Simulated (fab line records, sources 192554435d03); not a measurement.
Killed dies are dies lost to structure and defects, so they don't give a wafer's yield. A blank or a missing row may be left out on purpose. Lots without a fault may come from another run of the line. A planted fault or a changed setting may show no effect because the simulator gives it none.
fab line records | flow n5_finfet
record lots=8 wafers=23 last_day=17
route steps=1938 shown HKMG_FIN@438 GATE_CUT@473 BEOL_M4@1111 PASSIVATION@1936
lots that met no fault: from a run of the same line without faults
start_h: hours from the record's first day to the start of the lot's first wafer shown | wait_h: hours since the lot's step before | " the same as in the row above | L1.1+2: a row that stands for several wafers | - no value, or no start given | * or withheld: withheld | < > ~ a bound
route shown NAME@n: a module of which the file shows steps, and the number in the route of the first | usual: mean/standard deviation of fault-free wafers | same: alike in all rows | chamber/n: place in a boat | sites: the reading at each site | _std_site: their standard deviation | _edge_site: outer sites' mean less inner sites' | radius_mm: how far each site lies from the wafer's centre | mask NAME#n: copy n | behind: the tool/chamber that last shaped the wafer | hold: why the lot was held/for how many hours/how that ended | device: the transistor (n, p or np) that didn't switch | end of line: the same wafers' tests at the end of the route | a step without rows: its recipe alone | killed: dies lost to structure and defects at the first sort, not the wafer's yield | map: a wafer's dies, x killed, . not, _ none there
set.NAME: the setting as run; set.NAME@STEP: as run at that earlier step | model.NAME: the simulator's own value behind a step, which no gauge read
steps of the route over a sample of lots; a table a step, a row a wafer
services: from which hour (start_h, from the record's first day; less than 0 if before it) a tool's chamber was out of use, for how many hours, and why
## steps
# step N5_HKMG_FIN_ETCH_35
# recipe chemistry=N2/H2 target=SOC target_depth_a=2158 ion_energy_ev=65 bias_w=5 source_w=3000 time_s=243.4 pressure_mtorr=30 n2_flow_sccm=200 h2_flow_sccm=200
# usual drypump_motor_current_A=5.6/0.56 h2_flow_sccm=200.1/0.57 oes_product_au=0.79/0.089 rf_vpp_V=141.7/0.94 showerhead_plenum_p_Torr=2.56/0.079 throttle_valve_pct=17.78/0.24
# columns lot.wafer tool chamber start_h wait_h drypump_motor_current_A h2_flow_sccm oes_product_au rf_hours_counter_h rf_vpp_V showerhead_plenum_p_Torr throttle_valve_pct
L813.2 rie_diel-05 0 94.75 0.0 5.4 199.7 0.81 82 142.0 2.48 17.82
L813.3 " 1 " " 5.4 201.1 0.70 210 141.5 2.51 17.85
L813.5 " 3 " " 5.7 199.4 0.69 - 140.7 2.51 18.29
L815.1 rie_diel-02 0 107.56 0.0 5.5 199.9 0.83 103 141.2 2.58 17.77
L815.2 " 3 " " 6.4 199.9 0.73 180 141.6 2.54 17.93
L815.5 " 0 " " 5.5 200.2 0.83 - 141.4 2.58 17.77
L819.4 rie_diel-02 3 135.74 0.0 6.5 199.9 0.71 191 142.9 2.53 17.95
L819.5 " 2 " " 4.7 200.2 0.79 - 141.7 2.65 17.30
L820.2 rie_diel-05 2 137.26 0.0 6.5 199.9 0.90 16 142.0 2.71 17.70
L820.3 " 0 " " 5.5 200.8 0.79 99 141.7 2.48 17.85
L820.4 " 2 " " 6.5 200.3 0.90 - 142.0 2.71 17.70
L826.3 rie_diel-06 1 170.52 0.0 5.6 199.7 0.68 235 140.5 2.58 18.01
L826.4 " 2 " " 6.4 199.3 0.92 22 142.0 2.70 17.49
L826.6 " 2 " " 6.4 200.7 0.92 - 142.6 2.70 17.49
L828.1 rie_diel-02 0 183.38 0.0 5.5 200.2 0.80 130 141.5 2.57 17.80
L828.4 " 3 " " 6.5 201.0 0.70 208 142.2 2.53 17.98
L828.6 " 3 " " 6.5 200.5 0.70 - 139.7 2.53 17.98
L830.2 rie_diel-05 3 194.74 0.0 5.7 200.3 0.89 18 143.0 2.50 18.00
L830.3 " 0 " " 5.5 199.5 0.78 117 140.0 2.47 17.88
L830.6 " 2 " " 6.5 200.0 0.86 - 143.7 2.70 17.71
L831.1 rie_diel-02 2 202.89 0.0 4.7 200.2 0.78 128 142.5 2.64 17.31
L831.3 " 0 " " 5.5 199.5 0.80 137 141.2 2.57 17.84
L831.5 " 2 " " 4.7 200.7 0.77 - 143.3 2.64 17.32
# step N5_HKMG_FIN_STRIP_92
# recipe chemistry=N2/H2 material=SOC time_s=20 power_w=500 temp_c=40 pressure_mtorr=50 rf_frequency_hz=6e+07 bias_power_w=8 h2_frac=0.5 n2_flow_sccm=300 h2_flow_sccm=300
# usual drypump_motor_current_A=5.6/0.56 h2_flow_sccm=300.0/0.91 oes_product_au=0.79/0.086 rf_vpp_V=54.3/0.97 showerhead_plenum_p_Torr=3.38/0.1 throttle_valve_pct=18.9/0.47
# columns lot.wafer tool chamber start_h wait_h drypump_motor_current_A h2_flow_sccm oes_product_au rf_hours_counter_h rf_vpp_V showerhead_plenum_p_Torr throttle_valve_pct
L813.2 rie_diel-05 0 94.90 0.1 5.5 299.2 0.81 82 53.5 3.28 19.3
L813.3 " 1 " " 5.5 300.2 0.71 210 54.5 3.31 19.2
L813.5 " 3 " " 5.8 299.2 0.68 - 53.7 3.32 19.8
L815.1 rie_diel-02 0 107.71 0.1 5.5 300.3 0.83 103 54.4 3.41 18.9
L815.2 " 3 " " 6.5 301.1 0.72 180 53.1 3.35 18.7
L815.5 " 0 " " 5.5 300.8 0.83 - 53.9 3.41 18.9
L819.4 rie_diel-02 3 135.89 0.1 6.5 300.4 0.72 191 57.1 3.35 18.7
L819.5 " 2 " " 4.7 300.6 0.79 - 53.5 3.49 18.2
L820.2 rie_diel-05 2 137.40 0.1 6.5 298.6 0.90 16 55.7 3.57 19.0
L820.3 " 0 " " 5.5 300.4 0.80 100 54.2 3.27 19.3
L820.4 " 2 " " 6.5 299.2 0.89 - 54.9 3.57 19.0
L826.3 rie_diel-06 1 170.67 0.1 5.6 300.0 0.69 235 54.9 3.41 18.7
L826.4 " 2 " " 6.4 298.2 0.91 22 54.6 3.56 18.3
L826.6 " 2 " " 6.4 298.2 0.92 - 55.4 3.56 18.3
L828.1 rie_diel-02 0 183.53 0.1 5.5 300.2 0.79 130 52.7 3.40 18.9
L828.4 " 3 " " 6.5 299.6 0.71 208 54.6 3.34 18.8
L828.6 " 3 " " 6.5 299.9 0.71 - 54.8 3.34 18.7
L830.2 rie_diel-05 3 194.89 0.1 5.7 298.6 0.89 18 52.8 3.30 19.5
L830.3 " 0 " " 5.5 299.2 0.79 117 55.2 3.27 19.4
L830.6 " 2 " " 6.5 300.7 0.85 - 53.5 3.55 19.0
L831.1 rie_diel-02 2 203.04 0.1 4.7 299.9 0.77 128 55.3 3.48 18.2
L831.3 " 0 " " 5.5 299.6 0.79 137 54.0 3.39 18.9
L831.5 " 2 " " 4.7 300.9 0.77 - 54.3 3.48 18.2
# step N5_GATE_CUT_SAC_CAP_01
# recipe material=SiNx target_thk_a=240 temp_c=400 ald_precursor_family=SiH2I2 ald_co_reactant=N2/H2-plasma pulse_time_s=1 ald_cycles=480 purge_time_s=2 co_reactant_purge_time_s=2 pressure_torr=2
# usual ald_cycles=480/0 chamber_pressure_Torr=2.000/0.0045 heater_power_w=864/64 precursor_pulse_height_rel=0.998/0.019
# columns lot.wafer tool chamber start_h wait_h ald_cycles chamber_pressure_Torr heater_power_w precursor_pulse_height_rel
L813.2 ald_sin-01 0 100.14 0.0 480 1.995 915 0.998
L813.3 " 1 " " 480 2.005 863 1.010
L813.5 " 3 101.23 1.1 480 2.007 928 1.033
L815.1 ald_sin-01 2 112.50 0.0 480 1.995 878 0.974
L815.2 " 0 " " 480 2.005 916 0.999
L815.5 " 0 113.58 1.1 480 2.002 896 0.971
L819.4 ald_sin-04 2 140.59 0.2 480 1.996 778 1.003
L819.5 " 1 141.68 1.2 480 2.000 848 1.020
L820.2 ald_sin-03 3 142.09 0.0 480 2.002 837 1.003
L820.3 " 1 " " 480 1.998 808 0.972
L820.4 " 0 " " 480 2.004 734 1.033
L826.3 ald_sin-03 3 175.40 0.0 - - - -
L826.4 " 0 " " - - - -
L826.6 " 1 176.49 1.1 - - - -
L828.1 ald_sin-01 2 188.28 0.1 - - - -
L828.4 " 3 " " - - - -
L828.6 " 2 189.37 1.2 - - - -
L830.2 ald_sin-04 2 199.61 0.0 480 2.003 781 1.003
L830.3 " 1 " " 480 1.996 838 1.024
L830.6 " 0 200.70 1.1 480 1.999 836 1.001
L831.1 ald_sin-01 0 207.75 0.0 480 2.003 889 1.023
L831.3 " 2 " " 480 2.002 882 0.979
L831.5 " 1 208.83 1.1 480 2.000 857 0.987
# step N5_GATE_CUT_CD_MEAS_13
# recipe target_cd_nm=20 landing_energy_ev=500 detector=se_inlens
# usual cd_nm=20.0/0.31
# columns lot.wafer tool chamber start_h wait_h cd_nm
L813.2 cd_sem-01 0 103.08 - 20.1
L813.3 " 0 " " 20.0
L813.5 " 0 " " 19.4
L815.1 cd_sem-03 0 115.60 - 20.4
L815.2 " 0 " " 20.2
L815.5 " 0 " " 20.2
L819.4 cd_sem-03 0 143.66 - 20.1
L819.5 " 0 " " 19.7
L820.2 cd_sem-03 0 145.03 - 20.6
L820.3 " 0 " " 20.1
L820.4 " 0 " " 20.2
L826.3 cd_sem-03 0 178.46 - 20.3
L826.4 " 0 " " 19.8
L826.6 " 0 " " 20.0
L828.1 cd_sem-02 0 191.22 - 20.1
L828.4 " 0 " " 19.6
L828.6 " 0 " " 20.0
L830.2 cd_sem-01 0 202.69 - 19.8
L830.3 " 0 " " 19.8
L830.6 " 0 " " 20.3
L831.1 cd_sem-01 0 210.82 - 19.8
L831.3 " 0 " " 19.4
L831.5 " 0 " " 19.9
# step N5_GATE_CUT_ETCH_19
# recipe chemistry=CH3F/O2 target=SiNx mask_material=SiO2 target_depth_a=537 time_s=76.7 pressure_mtorr=30 source_w=395 bias_w=73 Ar_flow_sccm=150 CH3F_flow_sccm=30 O2_flow_sccm=20 ion_energy_ev=120 ends=cleared
# usual drypump_motor_current_A=5.7/0.32 etch_rf_on_time_s=76.4/1.6 oes_product_au=0.68/0.054 rf_vpp_V=299/9.4 showerhead_plenum_p_Torr=2.00/0.068 throttle_valve_pct=16.32/0.24
# columns lot.wafer tool chamber start_h wait_h drypump_motor_current_A etch_rf_on_time_s oes_product_au rf_hours_counter_h rf_vpp_V showerhead_plenum_p_Torr throttle_valve_pct
L813.2 rie_diel-04 0 103.50 0.0 5.7 76.2 0.70 82 284 2.01 16.27
L813.3 " 1 " " 5.7 73.9 0.79 38 303 1.96 16.07
L813.5 " 3 " " 5.0 76.2 0.70 - 310 2.01 15.92
L815.1 rie_diel-01 3 116.01 0.0 5.7 78.5 0.66 121 290 1.93 16.47
L815.2 " 2 " " 6.4 74.3 0.65 159 300 2.10 16.43
L815.5 " 1 " " 5.9 75.2 0.63 - 303 1.92 16.54
L819.4 rie_diel-03 1 144.57 0.0 5.3 76.6 0.70 95 300 2.04 16.27
L819.5 " 0 " " 5.7 75.0 0.76 - 312 2.12 16.47
L820.2 rie_diel-01 0 145.44 0.0 5.8 79.8 0.73 41 312 2.05 16.08
L820.3 " 1 " " 5.9 75.4 0.63 183 303 1.92 16.55
L820.4 " 2 " " 6.3 74.4 0.64 167 298 2.09 16.45
L826.3 rie_diel-01 0 178.87 0.0 5.8 6.0 0.33 50 312 2.04 16.05
L826.4 " 3 " " 5.7 6.0 0.28 138 292 1.92 16.45
L826.6 " 1 " " 5.9 6.0 0.27 - 302 1.92 16.55
L828.1 rie_diel-03 3 191.62 0.0 5.9 6.0 0.26 219 291 1.99 16.56
L828.4 " 2 " " 5.6 6.0 0.28 151 309 2.11 16.74
L828.6 " 2 " " 5.6 6.0 0.28 - 308 2.11 16.78
L830.2 rie_diel-04 0 203.10 0.0 5.7 77.0 0.67 110 284 2.00 16.32
L830.3 " 3 " " 5.0 77.5 0.67 127 309 2.00 15.97
L830.6 " 0 " " 5.7 77.9 0.67 - 285 2.00 16.31
L831.1 rie_diel-01 1 211.23 0.0 5.9 74.0 0.63 200 303 1.92 16.59
L831.3 " 2 " " 6.4 73.4 0.64 185 298 2.09 16.46
L831.5 " 3 " " 5.7 79.0 0.64 - 290 1.92 16.53
# step N5_BEOL_M4_RC_MEAS_101
# usual DIBL_N=37.1/2.4 DIBL_P=37/3 IOFF_N=0.18/0.053 IOFF_P=0.21/0.05 ION_N=674/14 ION_P=459/9.2 SS_N=72.1/0.9 SS_P=73.4/0.89 VT_N=250/3.8 VT_P=-251/3.7
# columns lot.wafer tool chamber start_h wait_h DIBL_N[mV/V] DIBL_P[mV/V] IOFF_N[nA/um] IOFF_P[nA/um] ION_N[uA/um] ION_P[uA/um] SS_N[mV/dec] SS_P[mV/dec] VT_N[mV] VT_P[mV]
L815.1 prober-02 0 205.69 0.0 40.3 37 0.26 0.19 659 447 74.5 73.1 250 -253
L815.2 " 0 " " 35.2 35 0.13 0.16 654 445 70.6 73.0 253 -254
L815.5 " 0 " " 36.3 36 0.14 0.17 655 441 71.5 72.5 252 -254
L813.2 prober-01 0 205.80 0.2 37.7 39 0.20 0.25 688 467 71.6 73.7 248 -248
L813.3 " 0 " " 36.7 37 0.19 0.23 681 464 72.0 72.7 245 -248
L813.5 " 0 " " 37.9 38 0.20 0.23 664 453 73.0 73.8 247 -248
L819.4 prober-01 0 230.08 0.5 39.7 37 0.20 0.19 670 449 73.0 74.5 251 -256
L819.5 " 0 " " 34.1 32 0.10 0.13 651 446 71.8 72.7 259 -258
L820.2 prober-02 0 234.89 0.2 37.4 35 0.20 0.18 679 453 72.4 73.6 248 -253
L820.3 " 0 " " 37.3 39 0.17 0.22 670 455 71.4 74.0 251 -252
L820.4 " 0 " " 38.5 39 0.20 0.22 672 449 73.4 74.6 250 -251
L830.2 prober-02 0 288.24 0.2 41.6 41 0.28 0.27 683 463 73.6 75.0 243 -248
L830.3 " 0 " " 35.2 35 0.14 0.17 651 446 71.9 72.9 255 -255
L830.6 " 0 " " 39.3 38 0.24 0.23 682 461 73.2 74.9 247 -251
L831.1 prober-02 0 309.30 0.0 32.5 33 0.12 0.14 665 453 71.2 72.1 252 -255
L831.3 " 0 " " 36.1 37 0.17 0.18 690 459 71.7 72.8 249 -255
L831.5 " 0 " " 37.3 39 0.21 0.22 697 464 72.5 74.6 244 -252
# step N5_PASSIVATION_PROBE_49
# usual defect_limited_yield=91.6/1.4 killed_at_M0_to_M3=32/9.5 killed_at_M4_up=13/6 killed_at_contacts=12/5.6 killed_at_front_end=39/11 killed_at_other=2.8/2.3 killed_dies=99/16 killed_on_rim=12/3.4 killed_open=65/12 killed_short=32/7.6 sort_bin_4_leakage=0.1/0.88 sort_bin_5_function=4.8/0.88 sort_bin_6_memory=3.2/0.65 sort_n_pass=1077/29 sort_yield_pct=91.2/2.5
# same gross_dies=1180 killed_at_back_side=0 sort_bin_8_speed[%]=0
# columns lot.wafer tool chamber start_h wait_h defect_limited_yield[%] killed_at_M0_to_M3 killed_at_M4_up killed_at_contacts killed_at_front_end killed_at_other killed_dies killed_on_rim killed_open killed_short sort_bin_4_leakage[%] sort_bin_5_function[%] sort_bin_6_memory[%] sort_n_pass sort_yield_pct[%]
L815.1 prober-01 - 318.29 0.0 94.5 11 7 12 33 2 65 9 38 20 0.2 3.1 1.6 1113 94.3
L815.2 prober-01 - 318.34 0.1 94.2 10 9 16 29 5 69 8 53 16 0 3.6 1.9 1111 94.2
L815.5 prober-01 - 318.49 0.2 93.1 17 10 17 36 2 82 8 51 30 0 4.2 2.5 1098 93.1
L813.2 prober-02 - 319.90 0.1 93.0 27 8 10 34 4 83 9 65 18 0 4.4 2.5 1097 93.0
L813.3 prober-02 - 319.95 0.1 90.9 33 12 15 38 9 107 20 73 34 0 4.9 4.1 1073 90.9
L813.5 prober-02 - 320.05 0.2 91.6 26 15 11 42 5 99 7 62 37 0 4.7 3.5 1081 91.6
L819.4 prober-01 - 335.43 0.2 89.4 36 20 12 54 3 125 16 72 52 0 6.8 3.2 1055 89.4
L819.5 prober-01 - 335.48 0.2 91.9 36 15 18 23 3 95 11 62 31 0 5.1 2.6 1085 91.9
L820.2 prober-02 - 343.54 0.1 91.0 28 14 12 49 3 106 11 69 37 0 4.8 3.7 1074 91.0
L820.3 prober-02 - 343.59 0.1 91.3 24 9 14 51 5 103 14 76 27 0 4.9 3.3 1077 91.3
L820.4 prober-02 - 343.64 0.2 91.2 44 11 6 38 5 104 18 72 32 0 5.2 3.3 1076 91.2
L826.3 prober-01 - 375.82 0.8 0 10 4 2 1163 1 1180 152 23 3 0 74.7 3.1 0 0
L826.4 prober-01 - 375.87 0.9 0 7 5 3 1165 0 1180 152 17 7 0 75.2 2.5 0 0
L826.6 prober-01 - 375.97 1.0 0 4 8 3 1165 0 1180 152 23 6 0 74.0 3.2 0 0
L828.1 prober-02 - 395.51 0.0 0 9 3 4 1164 0 1180 152 15 5 0 74.7 3.1 0 0
L828.4 prober-02 - 395.66 0.2 0 5 0 2 1173 0 1180 152 11 4 0 74.4 3.1 0 0
L828.6 prober-02 - 395.76 0.3 0 15 2 1 1162 0 1180 152 23 4 0 74.7 3.4 0 0
# killed by level:class
L815.1 MOL_CONTACT_COAG:geometric_particle:open=9 FIN_SAQP:geometric_particle:open=6 HKMG_FIN:area_etch=6 FIN_SAQP:geometric_particle:short=4 STARTING-WAFER:geometric_particle:open=4 DUMMY_GATE:geometric_particle:open=3 MOL_CONTACT_COAG:geometric_particle:short=3 BEOL_M1:geometric_particle:open=3
L815.2 MOL_CONTACT_COAG:geometric_particle:open=15 STI_FIN_REVEAL:geometric_particle:open=12 BEOL_M3:geometric_particle:open=6 DUMMY_GATE:geometric_particle:open=4 BEOL_M4:geometric_particle:open=4 FIN_SAQP:geometric_particle:short=3 GATE_CUT:geometric_particle:short=3 GATE_CUT:geometric_particle:open=2
L815.5 FIN_SAQP:geometric_particle:open=13 FIN_SAQP:geometric_particle:short=10 MOL_CONTACT_COAG:geometric_particle:open=10 MOL_CONTACT_COAG:geometric_particle:short=7 BEOL_M1:geometric_particle:open=5 STI_FIN_REVEAL:geometric_particle:short=3 STI_FIN_REVEAL:geometric_particle:open=3 BEOL_M0_SAQP:geometric_particle:open=3
L813.2 FIN_SAQP:geometric_particle:open=10 STI_FIN_REVEAL:geometric_particle:open=9 MOL_CONTACT_COAG:geometric_particle:open=8 BEOL_M2:geometric_particle:open=7 BEOL_M0_SAQP:geometric_particle:open=6 GATE_CUT:geometric_particle:short=4 BEOL_M0_SAQP:geometric_particle:short=4 BEOL_M4:geometric_particle:open=4
L813.3 FIN_SAQP:geometric_particle:open=14 MOL_CONTACT_COAG:geometric_particle:open=13 BEOL_M1:geometric_particle:open=12 FIN_SAQP:geometric_particle:short=6 MIM_TOP_ETCH:geometric_particle:short=5 STI_FIN_REVEAL:geometric_particle:open=5 BEOL_M0_SAQP:geometric_particle:open=5 DUMMY_GATE:geometric_particle:open=4
L813.5 FIN_SAQP:geometric_particle:short=11 MOL_CONTACT_COAG:geometric_particle:open=10 FIN_SAQP:geometric_particle:open=8 STI_FIN_REVEAL:geometric_particle:open=8 BEOL_M0_SAQP:geometric_particle:open=8 BEOL_M0_SAQP:geometric_particle:short=7 BEOL_M3:geometric_particle:open=4 BEOL_M4:geometric_particle:open=4
L819.4 BEOL_M0_SAQP:geometric_particle:short=18 FIN_SAQP:geometric_particle:open=12 BEOL_M0_SAQP:geometric_particle:open=12 BEOL_M4:geometric_particle:open=11 FIN_SAQP:geometric_particle:short=10 MOL_CONTACT_COAG:geometric_particle:open=10 GATE_CUT:geometric_particle:short=6 STI_FIN_REVEAL:geometric_particle:open=5
L819.5 MOL_CONTACT_COAG:geometric_particle:open=16 BEOL_M0_SAQP:geometric_particle:open=14 BEOL_M0_SAQP:geometric_particle:short=13 FIN_SAQP:geometric_particle:short=6 STI_FIN_REVEAL:geometric_particle:open=5 BEOL_M4:geometric_particle:open=5 FIN_SAQP:geometric_particle:open=4 BEOL_M4:geometric_particle:short=4
L820.2 FIN_SAQP:geometric_particle:open=16 FIN_SAQP:geometric_particle:short=10 MOL_CONTACT_COAG:geometric_particle:open=10 BEOL_M2:geometric_particle:open=8 BEOL_M3:geometric_particle:open=7 STI_FIN_REVEAL:geometric_particle:open=6 BEOL_M4:geometric_particle:open=5 BEOL_M0_SAQP:geometric_particle:short=4
L820.3 FIN_SAQP:geometric_particle:open=16 STI_FIN_REVEAL:geometric_particle:open=14 MOL_CONTACT_COAG:geometric_particle:open=11 BEOL_M1:geometric_particle:open=6 FIN_SAQP:geometric_particle:short=5 BEOL_M0_SAQP:geometric_particle:open=5 STARTING-WAFER:geometric_particle:open=5 STI_FIN_REVEAL:geometric_particle:short=4
L820.4 BEOL_M2:geometric_particle:open=14 BEOL_M1:geometric_particle:open=13 FIN_SAQP:geometric_particle:open=11 FIN_SAQP:geometric_particle:short=7 MOL_CONTACT_COAG:geometric_particle:open=5 STARTING-WAFER:geometric_particle:short=5 STI_FIN_REVEAL:geometric_particle:open=4 BEOL_M0_SAQP:geometric_particle:short=4
L826.3 GATE_CUT:lost_pattern=1150 STI_FIN_REVEAL:geometric_particle:open=4 BEOL_M0_SAQP:geometric_particle:open=3 GATE_CUT:area_cap=3 FIN_SAQP:geometric_particle:open=2 DUMMY_GATE:geometric_particle:open=2 MOL_CONTACT_COAG:geometric_particle:open=2 BEOL_M1:geometric_particle:open=2
L826.4 GATE_CUT:lost_pattern=1154 STI_FIN_REVEAL:geometric_particle:open=4 MOL_CONTACT_COAG:geometric_particle:open=3 BEOL_M0_SAQP:geometric_particle:open=3 BEOL_M1:geometric_particle:open=3 BEOL_M4:geometric_particle:short=3 GATE_CUT:area_cap=2 FIN_SAQP:geometric_particle:short=1
L826.6 GATE_CUT:lost_pattern=1143 GATE_CUT:area_cap=8 STI_FIN_REVEAL:geometric_particle:open=4 FIN_SAQP:geometric_particle:open=3 DUMMY_GATE:geometric_particle:open=3 BEOL_M1:geometric_particle:short=3 BEOL_M4:geometric_particle:open=3 MOL_CONTACT_COAG:geometric_particle:open=2
L828.1 GATE_CUT:lost_pattern=1154 MOL_CONTACT_COAG:geometric_particle:open=4 GATE_CUT:area_cap=4 BEOL_M1:geometric_particle:open=2 BEOL_M2:geometric_particle:open=2 FIN_SAQP:geometric_particle:open=1 FIN_SAQP:geometric_particle:short=1 STI_FIN_REVEAL:geometric_particle:open=1
L828.4 GATE_CUT:lost_pattern=1160 GATE_CUT:area_cap=3 DUMMY_GATE:geometric_particle:open=2 MOL_CONTACT_COAG:geometric_particle:open=2 STARTING-WAFER:geometric_particle:open=2 STARTING-WAFER:geometric_particle:short=2 STI_FIN_REVEAL:geometric_particle:short=1 GATE_CUT:geometric_particle:open=1
L828.6 GATE_CUT:lost_pattern=1150 BEOL_M0_SAQP:geometric_particle:open=6 BEOL_M1:geometric_particle:open=4 STI_FIN_REVEAL:geometric_particle:open=3 DUMMY_GATE:geometric_particle:open=3 BEOL_M0_SAQP:geometric_particle:short=3 GATE_CUT:area_cap=3 FIN_SAQP:geometric_particle:open=2
## services
# columns tool chamber start_h hours kind
ald_sin-03 2 71.24 4.0 repair
rie_diel-01 3 74.90 5.1 repair
rie_diel-05 2 83.03 - clean
rie_diel-05 2 83.03 - consumable_replace:focus_ring
rie_diel-05 2 83.03 - consumable_replace:showerhead
rie_diel-05 2 83.03 13.0 scheduled_down
rie_diel-05 2 83.03 13.0 vent_cycle
rie_diel-06 2 92.18 - clean
rie_diel-06 2 92.18 - consumable_replace:focus_ring
rie_diel-06 2 92.18 - consumable_replace:showerhead
rie_diel-06 0 93.20 17.5 repair
ald_sin-04 0 100.88 8.9 repair
rie_diel-05 2 111.68 4.3 repair
rie_diel-05 3 123.51 - clean
rie_diel-05 3 123.51 - consumable_replace:focus_ring
rie_diel-05 3 123.51 17.8 scheduled_down
rie_diel-05 3 123.51 17.8 vent_cycle
rie_diel-04 - 146.76 2.8 pm
rie_diel-05 0 153.50 6.6 repair
rie_diel-04 2 163.49 3.9 repair
ald_sin-03 - 177.57 14.0 pm
rie_diel-05 - 198.73 14.6 pm
ald_sin-04 2 202.84 1.5 repair
rie_diel-01 - 207.15 2.3 repair
## key
first_sign step=N5_GATE_CUT_SAC_CAP_01 reading=tool_record direction=missing
effect step=N5_GATE_CUT_ETCH_19 reading=etch_rf_on_time_s direction=down sigmas=43 usual=* struck=*
effect step=N5_PASSIVATION_PROBE_49 reading=killed_at_front_end direction=up sigmas=99+ usual=39 struck=1165
met_at N5_GATE_CUT_SAC_CAP_01
struck_lots L826,L828
later_rows_left_out L826.3,L826.4,L826.6,L828.1,L828.4,L828.6
not_acting_at N5_HKMG_FIN_ETCH_35,N5_HKMG_FIN_STRIP_92,N5_GATE_CUT_CD_MEAS_13
onset_between 142.09 175.40
fault kind=skipped_step_whole tool=ald_sin-01,ald_sin-03 chamber=- onset_h=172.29 steps=N5_GATE_CUT_SAC_CAP_01 scope=struck_lots_only
# later_rows_left_out: the simulator's readings of these wafers behind a module that went badly wrong aren't trusted and aren't shown, but for the sort
